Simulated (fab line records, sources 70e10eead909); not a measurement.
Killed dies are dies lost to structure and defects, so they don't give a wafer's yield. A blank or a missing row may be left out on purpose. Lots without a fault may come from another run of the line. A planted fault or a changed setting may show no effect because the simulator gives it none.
Which tool did it? | flow nand_harc | 24 lots, 72 wafers sampled, at 3 steps of a route of 1302

WHAT THE GAUGES READ, wafer by wafer
NHARC_A_ONON_D2_THK_MEAS_18: measures by ellipsometry. Usual: thk_nm 1002 nm, standard deviation 9.5.
lot  | measured     | on            | thk_nm (nm)    | flag
L074 | day 12 18:20 | film_metro-01 | 1007 1008 1009 |
L075 | day 12 18:19 | film_metro-02 | 1003 1003 1000 |
L076 | day 13 13:37 | film_metro-02 | 1010 1011 1011 |
L077 | day 14 04:35 | film_metro-02 | 980 979 979    |
L078 | day 14 11:20 | film_metro-02 | 1017 1019 1017 |
L079 | day 14 17:07 | film_metro-02 | 1004 1002 1006 |
L080 | day 15 06:08 | film_metro-02 | 998 998 997    |
L081 | day 15 06:08 | film_metro-01 | 1011 1010 1009 |
L082 | day 16 01:19 | film_metro-01 | 1002 1002 1003 |
L083 | day 16 01:19 | film_metro-02 | 1006 1006 1005 |
L085 | day 16 23:29 | film_metro-01 | 995 993 995    |
L084 | day 16 23:29 | film_metro-01 | 1017 1015 1015 |
L086 | day 17 13:47 | film_metro-02 | 986 987 989    |
L087 | day 18 15:07 | film_metro-02 | 1002 1002 1002 |
L088 | day 18 21:35 | film_metro-02 | 1004 1005 1003 |
L089 | day 18 21:37 | film_metro-02 | 997 997 996    |
L090 | day 19 14:57 | film_metro-02 | 1009 1010 1010 |
L092 | day 19 20:35 | film_metro-01 | 995 996 994    |
L091 | day 19 20:33 | film_metro-02 | 994 996 992    |
L093 | day 20 18:25 | film_metro-01 | 1006 1002 1003 |
L094 | day 21 07:52 | film_metro-01 | 996 994 996    |
L095 | day 21 17:17 | film_metro-02 | 1005 1004 1007 |
L097 | day 22 17:13 | film_metro-01 | 989 987 989    |
L096 | day 22 17:13 | film_metro-02 | 1020 1021 1019 |

NHARC_A_CHANNEL_HOLE_D2_CD_MEAS_10: target cd 100 nm. Usual: cd_nm 100.2 nm, standard deviation 0.56.
lot  | measured     | on        | cd_nm (nm)        | flag
L074 | day 13 00:23 | cd_sem-01 | 100.6 101.0 100.3 |
L075 | day 13 00:08 | cd_sem-02 | 100.9 101.0 100.3 |
L076 | day 13 19:19 | cd_sem-03 | 101.3 100.7 100.5 |
L077 | day 14 09:59 | cd_sem-03 | 100.2 99.8 100.3  |
L078 | day 14 18:19 | cd_sem-01 | 99.4 100.5 100.6  |
L079 | day 14 22:33 | cd_sem-01 | 101.2 100.1 100.5 |
L080 | day 15 11:50 | cd_sem-03 | 100.6 100.9 100.6 |
L081 | day 15 11:40 | cd_sem-01 | 99.3 98.7 98.9    |
L082 | day 16 10:17 | cd_sem-01 | 99.6 100.2 99.6   |
L083 | day 16 10:08 | cd_sem-03 | 99.7 99.8 99.7    |
L085 | day 17 09:29 | cd_sem-02 | 99.5 99.7 99.8    |
L084 | day 17 08:08 | cd_sem-02 | 99.9 100.4 100.0  |
L086 | day 17 22:31 | cd_sem-01 | 99.7 99.7 99.7    |
L087 | day 18 20:37 | cd_sem-01 | 99.6 100.4 100.4  |
L088 | day 19 06:55 | cd_sem-01 | 99.6 99.1 99.6    |
L089 | day 19 08:49 | cd_sem-03 | 100.1 100.4 100.9 |
L090 | day 19 21:44 | cd_sem-03 | 100.5 99.9 99.1   |
L092 | day 20 04:29 | cd_sem-03 | 100.5 100.5 100.8 |
L091 | day 20 02:55 | cd_sem-01 | 99.8 99.3 99.3    |
L093 | day 20 23:55 | cd_sem-01 | 101.1 101.1 100.8 |
L094 | day 21 15:07 | cd_sem-01 | 101.0 100.5 99.9  |
L095 | day 22 00:02 | cd_sem-01 | 100.3 100.0 100.2 |
L097 | day 23 00:11 | cd_sem-01 | 100.9 100.6 100.6 |
L096 | day 23 00:41 | cd_sem-01 | 100.7 99.9 100.3  |

WHICH TOOL RAN EACH LOT (tool, then ch and the chambers of the sampled wafers, then the start)
lot  | NHARC_A_CHANNEL_FILL_D1_STRIP_29
L074 | rie_diel-10 ch 1,3, day 10 16:27
L075 | rie_diel-03 ch 0,1, day 12 18:19 or earlier
L076 | rie_diel-05 ch 0,1,2, day 13 13:37 or earlier
L077 | rie_diel-03 ch 0,1,3, day 14 04:35 or earlier
L078 | rie_diel-05 ch 0,2,3, day 14 11:20 or earlier
L079 | rie_diel-03 ch 1,2,3, day 14 17:07 or earlier
L080 | rie_diel-10 ch 2,3, day 15 06:08 or earlier
L081 | rie_diel-10 ch 0,2,3, day 15 06:08 or earlier
L082 | rie_diel-05 ch 1,3, day 13 23:04
L083 | rie_diel-10 ch 0,1,3, day 16 01:19 or earlier
L085 | rie_diel-10 ch 0,1,2, day 16 23:29 or earlier
L084 | rie_diel-10 ch 0,3, day 16 23:29 or earlier
L086 | rie_diel-05 ch 1,2,3, day 17 13:47 or earlier
L087 | rie_diel-10 ch 0,3, day 18 15:07 or earlier
L088 | rie_diel-10 ch 0,1,2, day 18 21:35 or earlier
L089 | rie_diel-05 ch 0,1, day 16 17:25
L090 | rie_diel-05 ch 1,3, day 19 14:57 or earlier
L092 | rie_diel-10 ch 1,3, day 19 20:35 or earlier
L091 | rie_diel-03 ch 0,1,2, day 19 20:33 or earlier
L093 | rie_diel-05 ch 0,1,3, day 20 18:25 or earlier
L094 | rie_diel-10 ch 0,1,3, day 21 07:52 or earlier
L095 | rie_diel-05 ch 1,3, day 21 17:17 or earlier
L097 | rie_diel-05 ch 1,3, day 20 10:07
L096 | rie_diel-05 ch 1,3, day 20 11:46
- NHARC_A_CHANNEL_FILL_D1_STRIP_29: strips in O2, time 20 s.

WHAT THE TOOLS THEMSELVES READ (means of the sampled wafers that have a number; where no wafer has one, the mark that the record gives instead)
NHARC_A_CHANNEL_FILL_D1_STRIP_29. Usual: drypump_motor_current_A 5.59 A, standard deviation 0.27; oes_product_au 1.008 a.u., standard deviation 0.0084; rf_vpp_V 57.6 V, standard deviation 0.86; showerhead_plenum_p_Torr 3.48 Torr, standard deviation 0.13; throttle_valve_pct 17.037 %, standard deviation 0.0086.
lot  | tool        | drypump_motor_current_A (A) | oes_product_au (a.u.) | rf_vpp_V (V) | showerhead_plenum_p_Torr (Torr) | throttle_valve_pct (%) | flag
L074 | rie_diel-10 | 5.62                        | 1.014                 | 58.3         | 3.70                            | 17.030                 |
L075 | rie_diel-03 | 5.66                        | 1.002                 | 57.0         | 3.47                            | 17.035                 |
L076 | rie_diel-05 | 5.78                        | 1.015                 | 57.3         | 3.42                            | 17.039                 |
L077 | rie_diel-03 | 5.77                        | 1.007                 | 57.7         | 3.50                            | 17.040                 |
L078 | rie_diel-05 | 5.60                        | 1.015                 | 57.9         | 3.41                            | 17.038                 |
L079 | rie_diel-03 | 5.46                        | 1.009                 | 57.8         | 3.45                            | 17.029                 |
L080 | rie_diel-10 | 5.56                        | 0.995                 | 57.3         | 3.49                            | 17.030                 |
L081 | rie_diel-10 | 5.42                        | 1.005                 | 56.6         | 3.46                            | 17.038                 |
L082 | rie_diel-05 | 5.63                        | 1.009                 | 57.9         | 3.44                            | 17.042                 |
L083 | rie_diel-10 | 5.45                        | 1.011                 | 58.8         | 3.57                            | 17.036                 |
L085 | rie_diel-10 | 5.39                        | 1.007                 | 58.3         | 3.55                            | 17.035                 |
L084 | rie_diel-10 | 5.30                        | 1.002                 | 57.6         | 3.44                            | 17.033                 |
L086 | rie_diel-05 | 5.75                        | 1.010                 | 57.8         | 3.40                            | 17.038                 |
L087 | rie_diel-10 | 5.27                        | 1.003                 | 57.8         | 3.44                            | 17.030                 |
L088 | rie_diel-10 | 5.39                        | 1.000                 | 57.8         | 3.55                            | 17.040                 |
L089 | rie_diel-05 | 5.66                        | 1.009                 | 57.3         | 3.45                            | 17.033                 |
L090 | rie_diel-05 | 5.64                        | 1.020                 | 56.1         | 3.44                            | 17.037                 |
L092 | rie_diel-10 | 5.63                        | 1.000                 | 57.9         | 3.70                            | 17.044                 |
L091 | rie_diel-03 | 5.55                        | 1.005                 | 57.5         | 3.42                            | 17.037                 |
L093 | rie_diel-05 | 5.65                        | 1.001                 | 57.9         | 3.44                            | 17.035                 |
L094 | rie_diel-10 | 5.44                        | 0.999                 | 57.6         | 3.57                            | 17.037                 |
L095 | rie_diel-05 | 5.64                        | 1.014                 | 57.2         | 3.44                            | 17.034                 |
L097 | rie_diel-05 | 5.65                        | 1.014                 | 58.0         | 3.43                            | 17.033                 |
L096 | rie_diel-05 | 5.79                        | 1.018                 | 57.6         | 3.43                            | 17.041                 |

THE ANSWER, worked out from the rows above alone
Rule: a lot is off if the mean of its wafers that have a number lies more than 3 standard deviations from the usual mean. A lot without any number at a reading at which 4 lots or more have one is off too. The other lots that the step has rows for count as sound. The gauges are gone through in route order, then the tools' own readings, and for those a lot's mean is taken as printed above. The first step at which some lot is off is used, and at that step the reading that is off furthest; a lot without a number counts as furthest.
No lot is off at any reading shown: from this, nothing can be told.

WHAT THE SIMULATOR HAD PUT IN
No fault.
